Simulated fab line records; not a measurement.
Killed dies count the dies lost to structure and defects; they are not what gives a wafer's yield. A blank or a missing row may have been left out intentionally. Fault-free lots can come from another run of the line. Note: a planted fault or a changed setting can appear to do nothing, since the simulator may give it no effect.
fab line records	flow nandHarc
record: lots: 14	wafers: 42	lastDay: 33
route steps=1302 shown A_M1@1193 THIN_TSV@1264 END@1302
lots that met no fault: taken from a fault-free run of the same line
startH: the number of hours between the record's first day and the start of the first shown wafer of the lot	waitH: how many hours have passed since the lot's step before this one	" as in the row above	L1.1+2: a single row standing in for several wafers	- no value, or no start was given	* or withheld: withheld	< > ~ a bound
route shown NAME@n: names a module that has steps shown in the file, with the first one's number in the route	usual: mean/standard deviation taken from wafers without a fault	same: alike in all rows	chamber/n: place in a boat	sites: readings site by site	_std_site: standard deviation across them	_edge_site: mean of outer sites minus mean of inner sites	radiusMm: how far each site lies from the wafer's centre	mask NAME#n: copy n	behind: the last tool/chamber to shape the wafer	hold: cause of the lot's hold/its duration in hours/its outcome	device: the transistor (n, p or np) that didn't switch	end of line: the tests these same wafers got at the end of their route	a step with no rows: only its recipe	killed: dies lost to structure and defects at the first sort, not the wafer's yield	map: the dies of a wafer, with x for killed, . for not killed, _ for no die there
set.NAME: the setting that was run; set.NAME@STEP: the one run at that earlier step	model.NAME: the simulator's own value behind a step, which no gauge read
a sample of lots followed through the steps of the route, with each step as a table and each wafer as a row
services: a tool's chamber out of use, with start hour (startH, from the record's first day; less than 0 if before it), hours out, and reason
== steps ==
step: NHARC_A_M1_ECD_22
recipe: targetThkA: 4000	bathTempC: 25	material: Cu
lot.wafer	tool	chamber	startH	waitH
L168.1+4+5	ecdCu-01	0	553.52	-
L170.2+3+5	ecdCu-01	1,1,0	563.95	-
L172.1+4+6	ecdCu-01	1,0,0	592.64	-
L173.2+4+6	ecdCu-01	0,1,1	602.80	-
L181.1+4+6	ecdCu-02	1,1,0	666.79	-
L180.1+4+5	ecdCu-02	0	671.62	-
L179.3+4+6	ecdCu-01	1,0,0	673.17	-
L183.2+3+6	ecdCu-02	0	693.88	-
L182.1+6+5	ecdCu-01	0,0,1	710.10	-
L185.3+4+6	ecdCu-01	0,1,0	714.78	-
L184.4+5+6	ecdCu-01	1,0,1	725.23	-
L187.2+3+6	ecdCu-02	0,0,1	744.44	-
L188.2+4+5	ecdCu-01	0,1,0	756.95	-
L189.2+4+5	ecdCu-01	1,0,0	762.17	-
step: NHARC_THIN_TSV_CD_MEAS_16
usual: cdNm: 999.5/1.9
lot.wafer	tool	chamber	startH	waitH	cdNm
L168.1	cdSem-03	-	572.63	0.1	997.3
L168.4	"	-	"	"	998.7
L168.5	"	-	"	"	1001.6
L170.2	cdSem-03	-	584.04	0.1	1002.3
L170.3	"	-	"	"	997.3
L170.5	"	-	"	"	1002.6
L172.1	cdSem-02	-	615.06	0.1	997.0
L172.4	"	-	"	"	1001.1
L172.6	"	-	"	"	996.2
L173.2	cdSem-01	-	623.13	0.1	998.6
L173.4	"	-	"	"	1000.7
L173.6	"	-	"	"	1001.5
L181.1	cdSem-01	-	686.19	0.1	1002.8
L181.4	"	-	"	"	999.7
L181.6	"	-	"	"	999.3
L180.1	cdSem-02	-	696.02	0.1	999.6
L180.4	"	-	"	"	997.1
L180.5	"	-	"	"	1000.6
L179.3	cdSem-03	-	697.23	0.1	999.0
L179.4	"	-	"	"	999.8
L179.6	"	-	"	"	1001.6
L183.2	cdSem-02	-	714.71	0.1	1001.5
L183.3	"	-	"	"	998.2
L183.6	"	-	"	"	1003.2
L182.1	cdSem-03	-	729.38	0.1	1002.1
L182.5	"	-	"	"	1001.2
L182.6	"	-	"	"	1001.9
L185.3	cdSem-03	-	733.92	0.1	999.7
L185.4	"	-	"	"	998.7
L185.6	"	-	"	"	999.2
L184.4	cdSem-02	-	752.66	0.1	998.8
L184.5	"	-	"	"	998.0
L184.6	"	-	"	"	998.8
L187.2	cdSem-01	-	765.69	0.1	997.4
L187.3	"	-	"	"	996.8
L187.6	"	-	"	"	995.2
L188.2	cdSem-03	-	776.18	0.1	1000.7
L188.4	"	-	"	"	998.2
L188.5	"	-	"	"	995.2
L189.2	cdSem-03	-	781.54	0.1	997.7
L189.4	"	-	"	"	998.5
L189.5	"	-	"	"	997.9
step: NHARC_THIN_TSV_ANNEAL_52
recipe: tempC: 225	timeS: 90
usual: wafer_temp_C_max: 225.82/0.22
lot.wafer	tool	chamber	startH	waitH	wafer_temp_C_max
L168.1	rtpAnneal-01	0	575.63	0.5	225.83
L168.4	"	0	"	"	226.04
L168.5	"	0	"	"	225.59
L170.2	rtpAnneal-01	0	587.20	0.7	225.78
L170.3	"	0	"	"	226.11
L170.5	"	0	"	"	225.85
L172.1	rtpAnneal-01	0	618.06	0.5	225.75
L172.4	"	0	"	"	226.09
L172.6	"	0	"	"	225.93
L173.2	rtpAnneal-02	0	626.16	0.7	226.07
L173.4	"	0	"	"	225.82
L173.6	"	0	"	"	225.54
L181.1	rtpAnneal-01	0	689.39	0.6	225.84
L181.4	"	0	"	"	225.74
L181.6	"	0	"	"	225.78
L180.1	rtpAnneal-02	0	699.75	0.5	225.88
L180.4	"	0	"	"	225.91
L180.5	"	0	"	"	225.84
L179.3	rtpAnneal-01	0	701.14	0.5	225.97
L179.4	"	0	"	"	225.93
L179.6	"	0	"	"	225.88
L183.2	rtpAnneal-02	0	717.81	0.7	225.62
L183.3	"	0	"	"	226.07
L183.6	"	0	"	"	226.52
L182.1	rtpAnneal-02	0	732.38	0.5	225.63
L182.5	"	0	"	"	225.66
L182.6	"	0	"	"	226.10
L185.3	rtpAnneal-02	0	737.00	0.4	226.02
L185.4	"	0	"	"	225.87
L185.6	"	0	"	"	226.28
L184.4	rtpAnneal-01	0	755.84	0.6	225.71
L184.5	"	0	"	"	225.92
L184.6	"	0	"	"	226.11
L187.2	rtpAnneal-02	0	768.77	0.7	225.84
L187.3	"	0	"	"	225.69
L187.6	"	0	"	"	226.23
L188.2	rtpAnneal-01	0	779.49	0.6	225.48
L188.4	"	0	"	"	225.55
L188.5	"	0	"	"	225.41
L189.2	rtpAnneal-02	0	785.17	0.7	225.62
L189.4	"	0	"	"	225.90
L189.5	"	0	"	"	225.74
step: NHARC_THIN_TSV_CD_MEAS_33
recipe: targetCdNm: 5000	landingEnergyEv: 500
usual: cdNm: 4999.3/1.7
same: landingEnergyEv: 500
lot.wafer	tool	chamber	startH	waitH	cdNm
L168.1	cdSem-01	0	577.58	-	4998.3
L168.4	"	0	"	"	4999.7
L168.5	"	0	"	"	5000.5
L170.2	cdSem-03	0	589.10	-	5001.4
L170.3	"	0	"	"	5001.5
L170.5	"	0	"	"	5002.5
L172.1	cdSem-03	0	619.87	-	5003.0
L172.4	"	0	"	"	4998.6
L172.6	"	0	"	"	5000.3
L173.2	cdSem-01	0	627.96	-	4998.1
L173.4	"	0	"	"	4998.6
L173.6	"	0	"	"	4998.9
L181.1	cdSem-03	0	691.38	-	4998.6
L181.4	"	0	"	"	5001.3
L181.6	"	0	"	"	4997.5
L180.1	cdSem-02	0	701.71	-	4998.9
L180.4	"	0	"	"	4999.2
L180.5	"	0	"	"	4998.2
L179.3	cdSem-02	0	702.86	-	4999.5
L179.4	"	0	"	"	4995.8
L179.6	"	0	"	"	4999.3
L183.2	cdSem-01	0	719.70	-	5000.4
L183.3	"	0	"	"	4998.1
L183.6	"	0	"	"	4997.9
L182.1	cdSem-01	0	734.35	-	4999.4
L182.5	"	0	"	"	4999.9
L182.6	"	0	"	"	4999.7
L185.3	cdSem-03	0	738.71	-	5001.2
L185.4	"	0	"	"	5001.2
L185.6	"	0	"	"	5000.8
L184.4	cdSem-01	0	757.72	-	5002.6
L184.5	"	0	"	"	5002.5
L184.6	"	0	"	"	5001.1
L187.2	cdSem-01	0	770.67	-	4999.6
L187.3	"	0	"	"	4999.0
L187.6	"	0	"	"	4998.1
L188.2	cdSem-03	0	781.38	-	4999.0
L188.4	"	0	"	"	4997.0
L188.5	"	0	"	"	5001.0
L189.2	cdSem-01	0	786.93	-	5001.7
L189.4	"	0	"	"	4998.2
L189.5	"	0	"	"	4998.7
step: NHARC_END_SORT_01
recipe: tempC: 25
usual: defectLimitedYield: 90.6/2.6	killedAtArray: 58/18	killedAtOther: 1.0/1.5	killedAtPeriphery: 4/3.1	killedDies: 64/18	killedOpen: 3.4/1.9	killedShort: 2.7/1.7
same: grossDies: 677
lot.wafer	tool	chamber	startH	waitH	defectLimitedYield[%]	killedAtArray	killedAtOther	killedAtPeriphery	killedDies	killedOpen	killedShort
L168.1	prober-02	0	593.10	2.5	91.6	43	1	13	57	7	1
L168.4	prober-02	0	595.47	3.4	91.4	49	0	9	58	4	4
L168.5	prober-02	0	596.26	3.7	93.8	36	2	4	42	1	1
L170.2	prober-01	0	599.08	2.8	92.9	47	0	1	48	3	4
L170.3	prober-01	0	599.88	3.1	92.6	47	0	3	50	5	3
L170.5	prober-01	0	601.48	3.7	91.9	53	0	2	55	5	5
L172.1	prober-01	0	628.87	2.5	87.0	86	1	1	88	2	0
L172.4	prober-01	0	631.28	3.4	38.7	414	1	0	415	0	2
L172.6	prober-01	0	632.88	4.0	36.9	427	0	0	427	2	0
L173.2	prober-02	0	637.82	2.8	38.7	412	0	3	415	1	1
L173.4	prober-02	0	639.41	3.4	92.9	46	2	0	48	3	3
L173.6	prober-02	0	641.01	4.0	91.3	59	0	0	59	2	3
L181.1	prober-01	0	700.38	2.5	89.8	60	0	9	69	2	4
L181.4	prober-01	0	702.78	3.4	89.4	65	0	7	72	5	2
L181.6	prober-01	0	704.38	4.0	91.3	54	1	4	59	1	1
L180.1	prober-02	0	710.93	2.5	93.8	39	0	3	42	6	2
L180.4	prober-02	0	713.30	3.4	93.4	40	0	5	45	2	4
L180.5	prober-02	0	714.10	3.7	92.3	46	0	6	52	1	4
L179.3	prober-01	0	712.50	3.1	88.9	72	0	3	75	3	5
L179.4	prober-01	0	713.30	3.4	88.0	81	0	0	81	1	5
L179.6	prober-01	0	714.89	4.0	87.0	84	0	4	88	9	1
L183.2	prober-02	0	729.72	2.8	87.0	82	2	4	88	6	4
L183.3	prober-02	0	730.52	3.1	90.1	60	1	6	67	3	0
L183.6	prober-02	0	732.91	4.0	90.1	65	0	2	67	0	4
L182.1	prober-01	0	743.36	2.5	89.2	72	0	1	73	4	0
L182.5	prober-01	0	746.63	3.8	88.8	73	0	3	76	4	3
L182.6	prober-01	0	747.44	4.1	87.3	80	1	5	86	3	0
L185.3	prober-02	0	749.44	3.1	86.0	94	0	1	95	2	1
L185.4	prober-02	0	750.25	3.4	86.1	85	3	6	94	6	7
L185.6	prober-02	0	751.85	4.0	87.9	76	3	3	82	2	0
L184.4	prober-01	0	769.13	3.4	95.6	23	1	6	30	1	5
L184.5	prober-01	0	769.94	3.7	95.9	25	1	2	28	4	2
L184.6	prober-01	0	770.75	4.1	94.8	26	4	5	35	5	5
L187.2	prober-01	0	777.57	2.8	93.5	33	0	11	44	5	1
L187.3	prober-01	0	778.35	3.1	92.2	41	0	12	53	9	6
L187.6	prober-01	0	780.70	3.9	91.7	46	1	9	56	4	3
L188.2	prober-01	0	791.20	2.8	89.1	66	0	8	74	4	3
L188.4	prober-01	0	792.79	3.4	91.4	56	0	2	58	0	4
L188.5	prober-01	0	793.59	3.7	89.2	70	0	3	73	3	5
L189.2	prober-02	0	796.85	2.8	94.1	40	0	0	40	6	1
L189.4	prober-02	0	798.48	3.5	93.1	43	1	3	47	1	2
L189.5	prober-02	0	799.30	3.8	93.2	43	0	3	46	5	1
killed by level:class
L168.1 A_SLIT:chamberFilmFlake=20 P_GATE:chamberFilmFlake=8 A_CHANNEL_HOLE_D2:chamberFilmFlake=8 A_BONDPAD:chamberFilmFlake=3 A_STAIRCASE:chamberFilmFlake=3 A_CHANNEL_FILL_D2:geometricParticle:open=2 A_CHANNEL_HOLE_D1:chamberFilmFlake=2 P_GATE:geometricParticle:short=1
L168.4 A_SLIT:chamberFilmFlake=23 P_GATE:chamberFilmFlake=8 A_CHANNEL_HOLE_D2:chamberFilmFlake=6 A_STAIRCASE:chamberFilmFlake=4 A_M0:geometricParticle:open=3 A_CHANNEL_HOLE_D1:chamberFilmFlake=3 A_CONTACT:chamberFilmFlake=3 P_GATE:geometricParticle:short=1
L168.5 A_SLIT:chamberFilmFlake=24 A_CONTACT:chamberFilmFlake=4 P_GATE:chamberFilmFlake=3 A_CHANNEL_HOLE_D1:chamberFilmFlake=2 A_STAIRCASE:chamberFilmFlake=2 THIN_TSV:chamberFilmFlake=2 A_SOURCE_PLATE:geometricParticle:short=1 A_CHANNEL_FILL_D1:geometricParticle:open=1
L170.2 A_SLIT:chamberFilmFlake=26 A_CHANNEL_HOLE_D2:chamberFilmFlake=5 A_CHANNEL_HOLE_D1:chamberFilmFlake=3 A_CONTACT:chamberFilmFlake=3 A_CHANNEL_FILL_D1:geometricParticle:open=2 A_ONON_D1:geometricParticle:short=1 A_CHANNEL_HOLE_D1:geometricParticle:short=1 A_CHANNEL_HOLE_D1:geometricParticle:open=1
L170.3 A_SLIT:chamberFilmFlake=27 A_CONTACT:chamberFilmFlake=4 A_ONON_D1:geometricParticle:open=3 A_ONON_D1:geometricParticle:short=2 P_GATE:chamberFilmFlake=2 A_ZERO_WELL:chamberFilmFlake=2 A_CHANNEL_HOLE_D2:chamberFilmFlake=2 A_CHANNEL_HOLE_D1:geometricParticle:open=1
L170.5 A_SLIT:chamberFilmFlake=27 A_CHANNEL_HOLE_D2:chamberFilmFlake=6 A_CONTACT:chamberFilmFlake=4 A_CHANNEL_FILL_D2:geometricParticle:short=2 A_M0:geometricParticle:open=2 A_ZERO_WELL:chamberFilmFlake=2 A_STAIRCASE:chamberFilmFlake=2 P_GATE:geometricParticle:short=1
L172.1 A_SLIT:chamberFilmFlake=34 A_CHANNEL_HOLE_D1:chamberFilmFlake=28 A_CHANNEL_HOLE_D2:chamberFilmFlake=20 A_CONTACT:chamberFilmFlake=2 P_CONTACT:geometricParticle:open=1 A_M0:geometricParticle:open=1 A_CHANNEL_FILL_D1:chamberFilmFlake=1 THIN_TSV:chamberFilmFlake=1
L172.4 A_M1:unspecified=354 A_CHANNEL_HOLE_D1:chamberFilmFlake=23 A_SLIT:chamberFilmFlake=17 A_CHANNEL_HOLE_D2:chamberFilmFlake=11 A_CHANNEL_FILL_D1:chamberFilmFlake=2 A_CONTACT:chamberFilmFlake=2 A_CHANNEL_HOLE_D2:geometricParticle:short=1 STARTING-WAFER:geometricParticle:short=1
L172.6 A_M1:unspecified=367 A_CHANNEL_HOLE_D2:chamberFilmFlake=20 A_CHANNEL_HOLE_D1:chamberFilmFlake=18 A_SLIT:chamberFilmFlake=14 A_DECK1_JOINT:chamberFilmFlake=3 A_CONTACT:chamberFilmFlake=2 A_SOURCE_PLATE:geometricParticle:open=1 A_WL_FILL:geometricParticle:open=1
L173.2 A_M1:unspecified=373 A_CHANNEL_HOLE_D1:chamberFilmFlake=29 A_CHANNEL_HOLE_D2:chamberFilmFlake=6 A_STAIRCASE:chamberFilmFlake=2 P_GATE:geometricParticle:short=1 A_DECK1_JOINT:geometricParticle:open=1 P_ZERO_WELL:chamberFilmFlake=1 P_STI:chamberFilmFlake=1
L173.4 A_CHANNEL_HOLE_D1:chamberFilmFlake=30 A_CHANNEL_HOLE_D2:chamberFilmFlake=7 A_WL_FILL:geometricParticle:open=2 A_WL_FILL:chamberFilmFlake=2 THIN_TSV:chamberFilmFlake=2 A_ONON_D2:geometricParticle:short=1 A_SGD_CUT:geometricParticle:short=1 A_BLC:geometricParticle:short=1
L173.6 A_CHANNEL_HOLE_D1:chamberFilmFlake=38 A_CHANNEL_HOLE_D2:chamberFilmFlake=11 A_DECK1_JOINT:chamberFilmFlake=3 A_ONON_D1:geometricParticle:short=1 A_CHANNEL_FILL_D1:geometricParticle:open=1 A_DECK1_JOINT:geometricParticle:short=1 A_CHANNEL_FILL_D2:geometricParticle:open=1 A_WL_FILL:geometricParticle:short=1
L181.1 A_SLIT:chamberFilmFlake=25 A_CHANNEL_HOLE_D2:chamberFilmFlake=18 P_STI:chamberFilmFlake=4 A_CONTACT:chamberFilmFlake=4 P_GATE:chamberFilmFlake=2 P_ZERO_WELL:chamberFilmFlake=2 A_CHANNEL_HOLE_D1:chamberFilmFlake=2 A_STAIRCASE:chamberFilmFlake=2
L181.4 A_SLIT:chamberFilmFlake=25 A_CHANNEL_HOLE_D2:chamberFilmFlake=16 A_CHANNEL_HOLE_D1:chamberFilmFlake=5 A_STAIRCASE:chamberFilmFlake=5 A_WL_FILL:chamberFilmFlake=4 P_ZERO_WELL:chamberFilmFlake=3 A_CONTACT:chamberFilmFlake=3 P_M0:geometricParticle:open=2
L181.6 A_SLIT:chamberFilmFlake=31 A_CHANNEL_HOLE_D2:chamberFilmFlake=12 A_STAIRCASE:chamberFilmFlake=4 A_CHANNEL_HOLE_D1:chamberFilmFlake=3 P_ZERO_WELL:chamberFilmFlake=2 A_CONTACT:chamberFilmFlake=2 P_CONTACT:geometricParticle:open=1 A_ONON_D1:geometricParticle:short=1
L180.1 A_CHANNEL_HOLE_D1:chamberFilmFlake=8 A_STAIRCASE:chamberFilmFlake=8 P_CONTACT:chamberFilmFlake=3 A_SLIT:chamberFilmFlake=3 A_CONTACT:chamberFilmFlake=3 A_M1:chamberFilmFlake=3 A_CHANNEL_FILL_D1:chamberFilmFlake=2 A_SOURCE_PLATE:geometricParticle:open=1
L179.3 A_SLIT:chamberFilmFlake=32 A_CHANNEL_HOLE_D1:chamberFilmFlake=24 A_STAIRCASE:chamberFilmFlake=3 A_DECK1_JOINT:geometricParticle:short=2 A_WL_FILL:geometricParticle:short=2 A_BLC:geometricParticle:open=2 A_CHANNEL_FILL_D1:chamberFilmFlake=2 A_CONTACT:chamberFilmFlake=2
L179.4 A_SLIT:chamberFilmFlake=36 A_CHANNEL_HOLE_D1:chamberFilmFlake=30 A_CONTACT:chamberFilmFlake=3 A_STAIRCASE:chamberFilmFlake=2 A_WL_FILL:chamberFilmFlake=2 A_ONON_D1:geometricParticle:short=1 A_ONON_D2:geometricParticle:short=1 A_CHANNEL_HOLE_D2:geometricParticle:short=1
L180.4 A_CHANNEL_HOLE_D1:chamberFilmFlake=9 A_STAIRCASE:chamberFilmFlake=6 A_CONTACT:chamberFilmFlake=5 A_M1:chamberFilmFlake=5 P_CONTACT:chamberFilmFlake=4 A_SLIT:chamberFilmFlake=4 A_CHANNEL_FILL_D1:geometricParticle:short=2 A_WL_FILL:chamberFilmFlake=2
L180.5 A_SLIT:chamberFilmFlake=11 A_CHANNEL_HOLE_D1:chamberFilmFlake=10 A_CONTACT:chamberFilmFlake=8 A_STAIRCASE:chamberFilmFlake=7 A_CHANNEL_FILL_D1:chamberFilmFlake=3 A_ONON_D1:geometricParticle:short=2 A_DECK1_JOINT:geometricParticle:short=2 P_ZERO_WELL:chamberFilmFlake=2
L179.6 A_CHANNEL_HOLE_D1:chamberFilmFlake=36 A_SLIT:chamberFilmFlake=36 P_GATE:chamberFilmFlake=2 P_GATE:geometricParticle:open=1 A_ONON_D1:geometricParticle:short=1 A_CHANNEL_HOLE_D1:geometricParticle:open=1 A_ONON_D2:geometricParticle:open=1 A_CHANNEL_HOLE_D2:geometricParticle:open=1
L183.2 A_SLIT:chamberFilmFlake=27 A_CHANNEL_HOLE_D2:chamberFilmFlake=20 A_CONTACT:chamberFilmFlake=11 A_CHANNEL_HOLE_D1:chamberFilmFlake=6 A_STAIRCASE:chamberFilmFlake=4 P_M2:chamberFilmFlake=3 A_DECK1_JOINT:geometricParticle:open=2 A_WL_FILL:geometricParticle:open=2
L183.3 A_SLIT:chamberFilmFlake=29 A_CHANNEL_HOLE_D2:chamberFilmFlake=13 A_CHANNEL_HOLE_D1:chamberFilmFlake=7 A_CONTACT:chamberFilmFlake=5 A_STAIRCASE:chamberFilmFlake=4 P_M2:chamberFilmFlake=2 P_M0:geometricParticle:open=1 A_CHANNEL_FILL_D2:geometricParticle:open=1
L183.6 A_SLIT:chamberFilmFlake=29 A_CHANNEL_HOLE_D2:chamberFilmFlake=12 A_CONTACT:chamberFilmFlake=6 A_STAIRCASE:chamberFilmFlake=5 A_CHANNEL_HOLE_D1:chamberFilmFlake=4 A_CHANNEL_FILL_D1:chamberFilmFlake=2 A_CHANNEL_FILL_D2:chamberFilmFlake=2 A_ONON_D1:geometricParticle:short=1
L182.1 A_CHANNEL_HOLE_D1:chamberFilmFlake=39 A_CHANNEL_HOLE_D2:chamberFilmFlake=16 A_SLIT:chamberFilmFlake=7 A_CONTACT:chamberFilmFlake=3 A_STAIRCASE:chamberFilmFlake=3 A_CHANNEL_FILL_D2:geometricParticle:open=2 A_SGD_CUT:geometricParticle:open=1 A_M0:geometricParticle:open=1
L182.5 A_CHANNEL_HOLE_D1:chamberFilmFlake=31 A_CHANNEL_HOLE_D2:chamberFilmFlake=21 A_CONTACT:chamberFilmFlake=5 A_SLIT:chamberFilmFlake=4 A_STAIRCASE:chamberFilmFlake=3 A_CHANNEL_FILL_D1:chamberFilmFlake=2 A_CHANNEL_FILL_D2:chamberFilmFlake=2 P_STI:geometricParticle:short=1
L182.6 A_CHANNEL_HOLE_D1:chamberFilmFlake=28 A_CHANNEL_HOLE_D2:chamberFilmFlake=27 A_CONTACT:chamberFilmFlake=9 A_STAIRCASE:chamberFilmFlake=7 A_SLIT:chamberFilmFlake=5 P_STI:chamberFilmFlake=4 P_M0:geometricParticle:open=1 A_CHANNEL_FILL_D1:geometricParticle:open=1
L185.3 A_CHANNEL_HOLE_D1:chamberFilmFlake=37 A_SLIT:chamberFilmFlake=32 A_CHANNEL_HOLE_D2:chamberFilmFlake=17 A_CHANNEL_FILL_D1:chamberFilmFlake=2 A_ONON_D1:geometricParticle:short=1 A_CHANNEL_FILL_D1:geometricParticle:open=1 A_M0:geometricParticle:open=1 P_BONDPAD:chamberFilmFlake=1
L185.4 A_CHANNEL_HOLE_D1:chamberFilmFlake=33 A_SLIT:chamberFilmFlake=21 A_CHANNEL_HOLE_D2:chamberFilmFlake=16 A_WL_FILL:chamberFilmFlake=3 THIN_TSV:chamberFilmFlake=3 P_CONTACT:geometricParticle:short=2 A_ONON_D1:geometricParticle:short=2 P_GATE:chamberFilmFlake=2
L185.6 A_CHANNEL_HOLE_D1:chamberFilmFlake=30 A_SLIT:chamberFilmFlake=27 A_CHANNEL_HOLE_D2:chamberFilmFlake=12 THIN_TSV:chamberFilmFlake=3 P_BONDPAD:chamberFilmFlake=2 A_WL_FILL:chamberFilmFlake=2 P_CONTACT:geometricParticle:open=1 A_DECK1_JOINT:geometricParticle:open=1
L184.4 A_SLIT:chamberFilmFlake=10 A_CHANNEL_HOLE_D1:chamberFilmFlake=4 P_GATE:chamberFilmFlake=2 A_STAIRCASE:chamberFilmFlake=2 A_WL_FILL:chamberFilmFlake=2 P_M0:geometricParticle:open=1 P_M1:geometricParticle:short=1 A_CHANNEL_HOLE_D1:geometricParticle:short=1
L184.5 A_CHANNEL_HOLE_D1:chamberFilmFlake=9 A_SLIT:chamberFilmFlake=4 A_CHANNEL_FILL_D2:geometricParticle:open=2 A_ZERO_WELL:chamberFilmFlake=2 A_CONTACT:chamberFilmFlake=2 A_ONON_D1:geometricParticle:short=1 A_CHANNEL_FILL_D1:geometricParticle:short=1 A_ONON_D2:geometricParticle:open=1
L184.6 A_CHANNEL_HOLE_D1:chamberFilmFlake=11 A_SLIT:chamberFilmFlake=7 THIN_TSV:chamberFilmFlake=3 A_M0:geometricParticle:short=2 P_STI:chamberFilmFlake=2 P_GATE:geometricParticle:open=1 P_M0:geometricParticle:open=1 A_ONON_D1:geometricParticle:open=1
L187.2 A_CHANNEL_HOLE_D1:chamberFilmFlake=14 A_SLIT:chamberFilmFlake=10 P_GATE:chamberFilmFlake=7 A_CONTACT:chamberFilmFlake=4 A_CHANNEL_HOLE_D2:geometricParticle:open=2 A_STAIRCASE:chamberFilmFlake=2 P_CONTACT:geometricParticle:open=1 P_M0:geometricParticle:open=1
L187.3 A_CHANNEL_HOLE_D1:chamberFilmFlake=13 A_SLIT:chamberFilmFlake=9 P_GATE:chamberFilmFlake=5 A_CONTACT:chamberFilmFlake=5 A_STAIRCASE:chamberFilmFlake=3 P_CONTACT:geometricParticle:open=2 A_CHANNEL_FILL_D1:geometricParticle:open=2 A_ONON_D2:geometricParticle:short=2
L187.6 A_CHANNEL_HOLE_D1:chamberFilmFlake=14 A_CONTACT:chamberFilmFlake=13 A_SLIT:chamberFilmFlake=8 P_GATE:chamberFilmFlake=4 A_STAIRCASE:chamberFilmFlake=3 P_CONTACT:geometricParticle:open=2 P_CONTACT:chamberFilmFlake=2 A_CHANNEL_HOLE_D2:chamberFilmFlake=2
L188.2 A_SLIT:chamberFilmFlake=34 A_CHANNEL_HOLE_D2:chamberFilmFlake=22 A_WL_FILL:chamberFilmFlake=3 A_M0:geometricParticle:short=2 P_ZERO_WELL:chamberFilmFlake=2 P_GATE:chamberFilmFlake=2 A_CHANNEL_FILL_D1:chamberFilmFlake=2 P_M1:geometricParticle:open=1
L188.4 A_SLIT:chamberFilmFlake=24 A_CHANNEL_HOLE_D2:chamberFilmFlake=19 A_STAIRCASE:chamberFilmFlake=3 A_CHANNEL_FILL_D2:geometricParticle:short=2 A_WL_FILL:chamberFilmFlake=2 A_CONTACT:chamberFilmFlake=2 A_SGD_CUT:geometricParticle:short=1 A_BONDPAD:geometricParticle:short=1
L188.5 A_SLIT:chamberFilmFlake=35 A_CHANNEL_HOLE_D2:chamberFilmFlake=22 A_CONTACT:chamberFilmFlake=3 P_CONTACT:geometricParticle:open=1 P_M0:geometricParticle:short=1 A_SOURCE_PLATE:geometricParticle:short=1 A_ONON_D2:geometricParticle:short=1 A_WL_FILL:geometricParticle:short=1
L189.2 A_CHANNEL_HOLE_D1:chamberFilmFlake=14 A_CONTACT:chamberFilmFlake=10 A_SLIT:chamberFilmFlake=6 A_M0:geometricParticle:open=2 A_CHANNEL_FILL_D1:geometricParticle:open=1 A_CHANNEL_FILL_D2:geometricParticle:open=1 A_WL_FILL:geometricParticle:open=1 A_M0:geometricParticle:short=1
L189.4 A_CHANNEL_HOLE_D1:chamberFilmFlake=16 A_SLIT:chamberFilmFlake=12 A_CONTACT:chamberFilmFlake=7 P_GATE:chamberFilmFlake=2 A_STAIRCASE:chamberFilmFlake=2 P_M0:geometricParticle:open=1 A_ONON_D1:geometricParticle:short=1 A_DECK1_JOINT:geometricParticle:short=1
L189.5 A_CHANNEL_HOLE_D1:chamberFilmFlake=19 A_SLIT:chamberFilmFlake=9 A_CONTACT:chamberFilmFlake=6 P_GATE:chamberFilmFlake=2 A_ZERO_WELL:chamberFilmFlake=2 P_CONTACT:geometricParticle:short=1 A_ONON_D1:geometricParticle:open=1 A_CHANNEL_FILL_D1:geometricParticle:open=1
== services ==
tool	chamber	startH	hours	kind
ecdCu-02	-	552.78	0.9	repair
ecdCu-02	-	596.34	8.0	pm
ecdCu-01	-	674.41	1.6	repair
ecdCu-01	-	688.00	8.0	pm
rtpAnneal-02	-	744.09	12.0	pm
ecdCu-01	-	750.86	4.4	repair
ecdCu-02	-	772.34	8.0	pm
== key ==
firstSign: step: NHARC_END_SORT_01	reading: killedAtArray	direction: up	sigmas: 20	usual: 58	struck: 418
effect: step: NHARC_END_SORT_01	reading: defectLimitedYield	direction: down	sigmas: 20	usual: 90.6	struck: 38.1
moreKillsBornAt: NHARC_A_M1_ECD_22@ecdCu-01: 1094
metAt NHARC_A_M1_ECD_22
struckLots L172,L173
struckWafers L172.4,L172.6,L173.2
notActingAt NHARC_THIN_TSV_CD_MEAS_16,NHARC_THIN_TSV_ANNEAL_52,NHARC_THIN_TSV_CD_MEAS_33
onsetBetween 563.95 592.64
fault: kind: chamberParticleSource	tool: ecdCu-01	chamber: 0	onsetH: 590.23	steps: NHARC_A_M1_ECD_22	ratePerVisitCm2: 0.94279	endH: 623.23
